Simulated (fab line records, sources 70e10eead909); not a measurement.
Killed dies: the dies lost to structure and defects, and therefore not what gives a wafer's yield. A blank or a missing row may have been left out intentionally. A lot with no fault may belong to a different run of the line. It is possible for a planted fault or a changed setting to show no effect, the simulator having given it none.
Which tool did it?	flow nandHarc	6 lots with 18 wafers sampled at 5 steps, on a route of 1302 steps

== WHAT EACH GAUGE READ, for each wafer ==
NHARC_END_SORT_01.
lot	measured	on	defectLimitedYield (%)
L487	day 27 06:40	prober-01	0 0 0

== WHICH TOOL RAN EACH LOT (tool, then ch and the chambers of the sampled wafers, then the start) ==
lot	NHARC_A_BONDPAD_STRIP_15	NHARC_A_BONDPAD_PRE_CLEAN_26	NHARC_A_BONDPAD_PVD_17	NHARC_A_BONDPAD_PVD_27
L484	rieDiel-09 ch 0,2,3, day 23 14:22	pvdSputter-02, no start	pvdSputter-02, no start	pvdSputter-02, no start
L487	rieDiel-09 ch 0,1, day 25 22:02	pvdSputter-03, day 27 06:40 or earlier	pvdSputter-03, day 27 06:40 or earlier	pvdSputter-03, day 27 06:40 or earlier
L496	rieDiel-09 ch 0,2,3, day 28 06:41	pvdSputter-02, no start	pvdSputter-02, no start	pvdSputter-02, no start
L500	rieDiel-09 ch 0,1, day 30 07:40	pvdSputter-01, no start	pvdSputter-01, no start	pvdSputter-01, no start
L503	rieDiel-05 ch 1,2, day 31 11:41	pvdSputter-01, no start	pvdSputter-01, no start	pvdSputter-01, no start
L506	rieDiel-09 ch 0,1,2, day 33 04:31	pvdSputter-01, no start	pvdSputter-01, no start	pvdSputter-01, no start
- NHARC_A_BONDPAD_STRIP_15: strips in O2.
- NHARC_A_BONDPAD_PRE_CLEAN_26: time 30 s.
- NHARC_A_BONDPAD_PVD_17: deposits TaN, target thk 5 nm, time 8.06 s.
- NHARC_A_BONDPAD_PVD_27: deposits Cu, target thk 30 nm, time 20.49 s.

== THE ANSWER, worked out from the rows above alone ==
Rule: the lots themselves supply what counts as usual. Put in order of their means at a reading, lots are off if they are a third of the lots or fewer, leave a main group of 4 or more, and stand apart from it by a gap of 3 or more times the standard deviation of the main group's means; of several such gaps the widest counts. Not used: any main group whose means are identical at the precision the tables above print for the reading. Also off: a lot with no number at a reading for which 4 or more lots have one. The other lots that the step has rows for count as sound.
None of the lots is off at any reading shown; this tells nothing.

== WHAT WAS PUT IN BY THE SIMULATOR ==
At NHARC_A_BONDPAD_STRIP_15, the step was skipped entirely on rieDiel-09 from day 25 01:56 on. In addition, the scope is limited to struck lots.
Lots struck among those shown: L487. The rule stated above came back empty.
